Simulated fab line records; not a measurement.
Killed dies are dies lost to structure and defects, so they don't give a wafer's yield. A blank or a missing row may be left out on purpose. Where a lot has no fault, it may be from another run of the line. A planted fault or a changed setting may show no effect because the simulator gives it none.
fab line records	flow nand_harc
record lots=11	wafers=33	last_day=33
route steps=1302 shown P_ZERO_WELL@17 P_STI@88
lots that met no fault: from a run of the same line without faults
start_h: start of the lot's first displayed wafer, in hours after the record's first day	wait_h: hours since the lot's step before	" the same as in the row above	L1.1+2: a single row standing in for several wafers	- no value, or no start was given	* or withheld: withheld	< > ~ a bound
route shown NAME@n: a module of which the file shows steps, and the number in the route of the first	usual: mean/standard deviation of fault-free wafers	same: alike in all rows	chamber/n: place in a boat	sites: the reading at each site	_std_site: the values' standard deviation	_edge_site: outer sites' mean less inner sites'	radius_mm: for every site, how far away it sits from the centre of the wafer	mask NAME#n: copy n	behind: the last tool/chamber to shape the wafer	hold: reason for holding the lot/hours on hold/outcome of the hold	device: which transistor (n, p or np) failed to switch	end of line: tests run on the same wafers once the route is complete	a step without rows: its recipe alone	killed: the dies lost at the first sort to structure and to defects; this is not the yield of the wafer	map: per-die view of a wafer (x killed, . not killed, _ where there is no die)
set.NAME: the run value of the setting; set.NAME@STEP: its run value at that earlier step	model.NAME: the simulator's own value behind a step, which no gauge read
a sample of lots followed through the steps of the route, with each step as a table and each wafer as a row
services: a tool's chamber out of use, with start hour (start_h, from the record's first day; less than 0 if before it), hours out, and reason
## steps
# step NHARC_P_ZERO_WELL_ETCH_65
# recipe target_depth_a=800	overetch_a=240	time_s=87.88	ion_energy_ev=200	n2_flow_sccm=150	h2_flow_sccm=150	ar_flow_sccm=0	rf_w=400	bias_w=150	chemistry=N2/H2
# usual drypump_motor_current_A=5.8/0.54	h2_flow_sccm=150.0/0.48	oes_product_au=1.001/0.013	rf_vpp_V=430.8/2.5	showerhead_plenum_p_Torr=2.05/0.08	throttle_valve_pct=14.171/0.0092
lot.wafer	tool	chamber	start_h	wait_h	drypump_motor_current_A	h2_flow_sccm	oes_product_au	rf_hours_counter_h	rf_vpp_V	showerhead_plenum_p_Torr	throttle_valve_pct
L490.2	rie_diel-09	1	31.56	0.2	5.6	151.0	0.967	16	434.0	2.17	14.172
L490.3	"	3	"	"	6.6	150.9	0.985	18	434.4	2.16	14.162
L490.5	"	0	"	"	5.3	149.4	0.997	-	431.5	2.08	14.162
L491.1	rie_diel-09	0	41.48	0.1	5.4	150.2	0.998	18	431.3	2.08	14.165
L491.6	"	3	"	"	6.6	149.3	0.984	-	434.8	2.16	14.167
L491.5	"	0	"	"	5.4	150.4	0.994	-	433.7	2.08	14.187
L493.2	rie_diel-12	0	61.67	0.1	6.8	150.4	1.020	47	427.2	1.94	14.181
L493.4	"	0	"	"	6.8	150.0	1.020	-	427.8	1.94	14.176
L493.5	"	1	"	"	6.2	150.7	0.999	-	430.8	2.02	14.184
L495.4	rie_diel-09	0	81.35	0.1	5.3	149.7	0.989	37	432.4	2.08	14.183
L495.3	"	3	"	"	6.6	150.8	0.991	38	434.8	2.16	14.175
L495.6	"	1	"	"	5.6	150.2	0.976	-	435.0	2.17	14.159
L496.4	rie_diel-09	2	91.55	0.2	5.5	149.7	1.004	39	433.0	2.11	14.158
L496.5	"	0	"	"	5.3	150.4	1.004	-	432.3	2.07	14.175
L496.6	"	1	"	"	5.5	149.5	0.968	-	435.1	2.16	14.200
L503.3	rie_diel-09	0	161.61	0.1	5.3	150.2	1.015	5	430.6	2.07	14.156
L503.1	"	1	"	"	5.6	150.8	0.989	5	432.4	2.16	14.173
L503.4	"	2	"	"	5.5	149.9	1.019	4	431.9	2.10	14.174
L504.2	rie_diel-09	0	171.49	0.1	5.4	150.1	1.013	8	431.8	2.06	14.180
L504.1	"	1	"	"	5.5	149.3	0.995	9	433.4	2.16	14.169
L504.3	"	2	"	"	5.5	150.0	1.008	8	431.1	2.10	14.164
L505.1	rie_diel-02	2	181.58	0.1	4.8	150.4	0.999	50	428.3	2.02	14.178
L505.4	"	3	"	"	6.0	150.3	1.002	47	427.8	1.96	14.161
L505.3	"	1	"	"	6.0	150.2	1.004	46	426.8	1.94	14.164
L506.1	rie_diel-02	0	191.38	0.1	5.6	150.0	0.989	45	426.7	1.91	14.167
L506.3	"	2	"	"	4.8	149.8	1.011	54	430.4	2.02	14.176
L506.5	"	1	"	"	6.1	150.2	1.010	-	428.3	1.94	14.175
L509.1	rie_diel-12	2	221.50	0.1	5.9	149.6	1.009	30	429.6	2.02	14.172
L509.4	"	3	"	"	5.3	150.1	0.985	30	429.9	2.03	14.158
L509.5	"	1	"	"	6.1	149.8	0.996	-	430.8	2.01	14.168
L511.2	rie_diel-09	2	241.36	0.1	5.5	150.6	1.021	29	431.5	2.09	14.168
L511.1	"	3	"	"	6.6	150.6	0.995	27	432.7	2.14	14.172
L511.3	"	0	"	"	5.3	149.6	1.011	26	431.0	2.06	14.171
# step NHARC_P_ZERO_WELL_EXPOSE_49
# recipe na=0.6	target_cd_nm=2000	dose_mj=22.64	mask_id=P_HVPW
lot.wafer	tool	chamber	start_h	wait_h	mask
L490.2+3+5	krf_scanner-04	0	35.74	-	P_HVPW#0
L491.1+5+6	krf_scanner-04	0	45.54	-	P_HVPW#0
L493.2+4+5	krf_scanner-01	0	65.80	-	P_HVPW#0
L495.3+4+6	krf_scanner-01	0	85.45	-	P_HVPW_R1#0
L496.4+5+6	krf_scanner-04	0	95.81	-	P_HVPW#0
L503.1+3+4	krf_scanner-04	0	165.83	-	P_HVPW#0
L504.1+2+3	krf_scanner-01	0	175.76	-	P_HVPW#0
L505.1+3+4	krf_scanner-01	0	185.63	-	P_HVPW#0
L506.1+3+5	krf_scanner-04	0	195.39	-	P_HVPW#0
L509.1+4+5	krf_scanner-01	0	229.65	-	P_HVPW#0
L511.1+2+3	krf_scanner-01	0	245.47	-	P_HVPW#0
# step NHARC_P_ZERO_WELL_CD_MEAS_52
# recipe target_cd_nm=2000	landing_energy_ev=500
# usual cd_nm=1999.7/2.3
lot.wafer	tool	chamber	start_h	wait_h	cd_nm
L490.2	cd_sem-03	0	35.89	-	2001.4
L490.3	"	0	"	"	2000.4
L490.5	"	0	"	"	2003.0
L491.1	cd_sem-01	0	45.69	-	1998.6
L491.5	"	0	"	"	2001.5
L491.6	"	0	"	"	2002.8
L493.2	cd_sem-02	0	65.96	-	2001.9
L493.4	"	0	"	"	2001.3
L493.5	"	0	"	"	2001.4
L495.3	cd_sem-02	0	85.60	-	1937.3
L495.4	"	0	"	"	1937.3
L495.6	"	0	"	"	1937.8
L496.4	cd_sem-02	0	95.96	-	2000.9
L496.5	"	0	"	"	2000.3
L496.6	"	0	"	"	2000.1
L503.1	cd_sem-01	0	165.99	-	1998.5
L503.3	"	0	"	"	2003.2
L503.4	"	0	"	"	2002.5
L504.1	cd_sem-02	0	175.92	-	1999.1
L504.2	"	0	"	"	2000.5
L504.3	"	0	"	"	2001.0
L505.1	cd_sem-02	0	185.79	-	1998.7
L505.3	"	0	"	"	2000.9
L505.4	"	0	"	"	1999.7
L506.1	cd_sem-02	0	195.55	-	1995.8
L506.3	"	0	"	"	2002.7
L506.5	"	0	"	"	1999.7
L509.1	cd_sem-03	0	229.80	-	2000.2
L509.4	"	0	"	"	2000.6
L509.5	"	0	"	"	2001.9
L511.1	cd_sem-02	0	245.63	-	1999.3
L511.2	"	0	"	"	1998.2
L511.3	"	0	"	"	2000.0
# step NHARC_P_ZERO_WELL_RTA_42
# recipe temp_c=1100	time_s=300
# usual lamp_power_pct=35/3.1	lamp_zone_4_pct=35/3.1	wafer_temp_C_max=1105.9/1.6
lot.wafer	tool	chamber	start_h	wait_h	lamp_power_pct	lamp_zone_4_pct	wafer_temp_C_max
L490.2	rtp_anneal-02	0	37.13	-	33	33	1104.2
L490.3	"	0	"	"	33	33	1105.8
L490.5	"	0	"	"	33	33	1104.4
L491.1	rtp_anneal-02	0	46.85	-	33	33	1103.4
L491.5	"	0	"	"	33	33	1102.9
L491.6	"	0	"	"	33	33	1104.7
L493.2	rtp_anneal-02	0	67.20	-	33	33	1105.3
L493.4	"	0	"	"	33	33	1104.7
L493.5	"	0	"	"	33	33	1104.5
L495.3	rtp_anneal-01	0	87.07	-	40	40	1107.7
L495.4	"	0	"	"	40	40	1107.5
L495.6	"	0	"	"	40	40	1111.4
L496.4	rtp_anneal-02	0	97.41	-	33	33	1105.7
L496.5	"	0	"	"	33	33	1104.3
L496.6	"	0	"	"	33	33	1106.0
L503.1	rtp_anneal-02	0	167.13	-	33	33	1105.9
L503.3	"	0	"	"	33	33	1103.2
L503.4	"	0	"	"	33	33	1105.0
L504.1	rtp_anneal-01	0	177.05	-	40	40	1106.9
L504.2	"	0	"	"	40	40	1108.8
L504.3	"	0	"	"	40	40	1106.9
L505.1	rtp_anneal-02	0	186.93	-	33	33	1104.2
L505.3	"	0	"	"	33	33	1105.1
L505.4	"	0	"	"	33	33	1105.1
L506.1	rtp_anneal-02	0	196.69	-	33	33	1106.4
L506.3	"	0	"	"	33	33	1106.1
L506.5	"	0	"	"	33	33	1106.3
L509.1	rtp_anneal-02	0	230.96	-	33	33	1104.0
L509.4	"	0	"	"	33	33	1105.5
L509.5	"	0	"	"	33	33	1106.4
L511.1	rtp_anneal-02	0	246.77	-	33	33	1105.1
L511.2	"	0	"	"	33	33	1105.0
L511.3	"	0	"	"	33	33	1105.2
# step NHARC_P_STI_ETCH_42
# recipe target_depth_a=800	overetch_a=240	time_s=61	ion_energy_ev=200	n2_flow_sccm=150	h2_flow_sccm=150	ar_flow_sccm=0	rf_w=400	bias_w=150	chemistry=N2/H2
# usual drypump_motor_current_A=5.8/0.38	h2_flow_sccm=150.1/0.44	oes_product_au=1.000/0.012	rf_vpp_V=430.9/2.1	showerhead_plenum_p_Torr=2.05/0.069	throttle_valve_pct=14.171/0.0094
lot.wafer	tool	chamber	start_h	wait_h	drypump_motor_current_A	h2_flow_sccm	oes_product_au	rf_hours_counter_h	rf_vpp_V	showerhead_plenum_p_Torr	throttle_valve_pct
L490.3	rie_diel-10	0	55.63	0.1	5.9	149.9	0.986	7	432.0	2.08	14.154
L490.2	"	3	"	"	5.9	149.9	0.994	7	433.8	2.11	14.164
L490.5	"	1	"	"	5.4	149.7	1.008	-	425.8	1.91	14.170
L491.1	rie_diel-10	3	65.13	0.1	5.9	150.1	1.013	8	431.6	2.11	14.171
L491.6	"	2	"	"	5.5	150.2	1.008	-	430.0	2.01	14.170
L491.5	"	3	"	"	5.9	150.0	0.998	-	431.6	2.11	14.178
L493.4	rie_diel-07	0	85.16	0.1	5.6	150.5	1.017	12	433.6	2.11	14.165
L493.2	"	1	"	"	5.4	151.3	0.997	13	433.3	2.07	14.177
L493.5	"	0	"	"	5.6	149.8	1.003	-	432.5	2.11	14.178
L495.3	rie_diel-10	2	103.05	0.1	5.5	150.5	0.999	2	428.0	2.01	14.166
L495.4	"	0	"	"	5.9	149.9	1.007	2	431.0	2.08	14.175
L495.6	"	1	"	"	5.4	150.5	1.003	-	428.0	1.91	14.178
L496.4	rie_diel-10	2	112.83	0.1	5.5	149.8	1.005	2	429.7	2.01	14.170
L496.5	"	1	"	"	5.4	148.8	1.009	-	426.8	1.91	14.167
L496.6	"	2	"	"	5.5	150.3	1.006	-	430.2	2.01	14.174
L503.3	rie_diel-10	1	184.75	0.1	5.4	151.0	1.005	5	426.2	1.90	14.176
L503.4	"	3	"	"	5.9	150.2	1.015	5	431.7	2.11	14.177
L503.1	"	0	"	"	5.9	150.0	1.011	5	432.2	2.08	14.188
L504.3	rie_diel-07	3	194.48	0.1	5.9	149.4	0.996	6	433.0	2.07	14.168
L504.1	"	0	"	"	5.5	150.2	1.017	6	433.2	2.11	14.178
L504.2	"	1	"	"	5.4	150.3	1.004	6	432.2	2.07	14.167
L505.4	rie_diel-07	1	202.62	0.1	5.4	150.4	0.981	6	432.9	2.07	14.176
L505.1	"	2	"	"	6.5	150.4	0.993	7	430.5	2.06	14.175
L505.3	"	3	"	"	5.9	150.1	0.981	7	433.0	2.07	14.178
L506.3	rie_diel-07	0	214.24	0.1	5.6	149.4	1.009	7	431.9	2.11	14.165
L506.1	"	3	"	"	5.9	150.0	0.997	7	431.8	2.07	14.156
L506.5	"	0	"	"	5.5	150.0	1.017	-	434.5	2.11	14.166
L509.1	rie_diel-07	3	249.17	0.1	5.9	150.0	0.976	11	430.1	2.07	14.168
L509.4	"	0	"	"	5.5	151.3	1.006	11	432.9	2.11	14.170
L509.5	"	3	"	"	5.9	150.1	0.983	-	429.6	2.07	14.201
L511.2	rie_diel-10	3	264.02	0.1	5.9	150.2	0.994	0	432.9	2.11	14.163
L511.3	"	0	"	"	5.9	149.7	0.993	0	430.9	2.07	14.189
L511.1	"	2	"	"	5.5	149.4	0.968	0	430.4	2.01	14.166
## services
tool	chamber	start_h	hours	kind
krf_scanner-04	-	10.00	4.0	pm
rtp_anneal-02	-	12.00	12.0	pm
krf_scanner-01	-	26.48	2.4	repair
rie_diel-12	1	27.46	13.9	repair
rie_diel-02	-	39.70	9.0	pm
rie_diel-12	2	53.57	15.2	repair
rie_diel-02	0	56.95	7.7	repair
rie_diel-12	-	57.40	1.1	repair
rie_diel-10	-	65.50	9.0	pm
rie_diel-12	-	94.18	9.0	pm
rie_diel-09	1	105.40	6.4	repair
rie_diel-12	3	111.89	15.3	repair
rie_diel-07	-	117.26	9.0	pm
krf_scanner-01	-	122.71	1.1	repair
krf_scanner-01	-	140.00	4.0	pm
rie_diel-09	-	143.19	9.0	pm
krf_scanner-04	-	182.00	4.0	pm
rie_diel-02	3	189.49	5.3	repair
rie_diel-09	1	198.29	6.4	repair
rie_diel-10	3	202.06	25.8	repair
rie_diel-10	-	216.66	1.6	repair
rie_diel-07	3	242.33	4.4	repair
rie_diel-10	-	242.50	9.0	pm
rie_diel-09	1	263.44	2.9	repair
## key
first_sign step=NHARC_P_ZERO_WELL_EXPOSE_49	reading=mask	direction=changed
effect step=NHARC_P_ZERO_WELL_CD_MEAS_52	reading=cd_nm	direction=down	sigmas=28	usual=1999.7	struck=1937.4
met_at NHARC_P_ZERO_WELL_EXPOSE_49
struck_lots L495
tester_left_out L495
not_acting_at NHARC_P_ZERO_WELL_ETCH_65,NHARC_P_ZERO_WELL_RTA_42,NHARC_P_STI_ETCH_42
onset_between 65.80 85.45
fault kind=wrong_mask	tool=any	chamber=-	onset_h=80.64	steps=NHARC_P_ZERO_WELL_EXPOSE_49	aux_copy=P_HVPW_R1#0	cd_offset_nm=-62.784	scope=struck_lots_only
# tester_left_out: of these lots the tester's yield and bins aren't shown, on N5 and GAA mostly nor the transistor test; their killed dies are dies lost to structure and defects alone, not to doping, threshold or leakage, so they don't give the yield
